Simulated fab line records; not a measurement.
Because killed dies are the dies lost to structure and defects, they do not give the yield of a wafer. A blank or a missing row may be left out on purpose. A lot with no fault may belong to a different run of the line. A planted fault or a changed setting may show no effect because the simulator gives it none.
Matching of chambers | flow n5-finfet | N5_MOL_CONTACT_COAG_CMP_52 on cmp-03 has 4 sister chambers
The step polishes, stops on SiO2, t overpolish 1.5 s, target thk 66.5 nm. 4 wafers are shown with their chamber, then 12 later ones without.

## WAFERS, EACH WITH ITS CHAMBER
wafer  | chamber | motor-current-A (A)
L081.3 | 2       | 13.4
L083.3 | 3       | 10.5
L087.3 | 0       | 13.5
L087.5 | 1       | 14.7

## WAFERS WITHOUT THEIR CHAMBER
wafer  | motor-current-A (A)
L088.1 | 14.0
L088.2 | 13.4
L088.3 | 12.4
L090.1 | 14.0
L090.2 | 10.7
L090.6 | 10.8
L096.1 | 14.1
L096.3 | 11.0
L096.5 | 14.8
L097.2 | 14.6
L097.3 | 12.0
L097.6 | 11.3

## EACH ONE'S CHAMBER
wafer  | from the rows above          | in truth
L088.1 | can't be placed: 0 or 2 or 1 | 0
L088.2 | can't be placed: 2 or 0      | 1
L088.3 | can't be placed: 2 or 0 or 3 | 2
L090.1 | can't be placed: 0 or 2 or 1 | 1
L090.2 | 3                            | 3
L090.6 | 3                            | 3
L096.1 | can't be placed: 0 or 1 or 2 | 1
L096.3 | 3                            | 3
L096.5 | can't be placed: 1 or 0      | 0
L097.2 | can't be placed: 1 or 0 or 2 | 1
L097.3 | can't be placed: 2 or 0 or 3 | 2
L097.6 | 3                            | 3
Placed correctly: 4 of 12. Unplaceable from these rows: 8, with the true chamber sitting among the candidates in 7. 0 placed wrongly.
How it was worked out, from the rows above alone: a wafer's distance from a chamber is the root of the sum, over the readings, of the square of ((its reading less the chamber's mean) divided by the reading's scatter). If the next closest chamber is less than 2 further off than the closest, the wafer can't be placed; otherwise it belongs to the closest. Each chamber's mean is taken over the wafers shown for it. The scatter: root of mean squared gap, hidden wafer to nearest shown wafer, with one shown wafer a chamber.
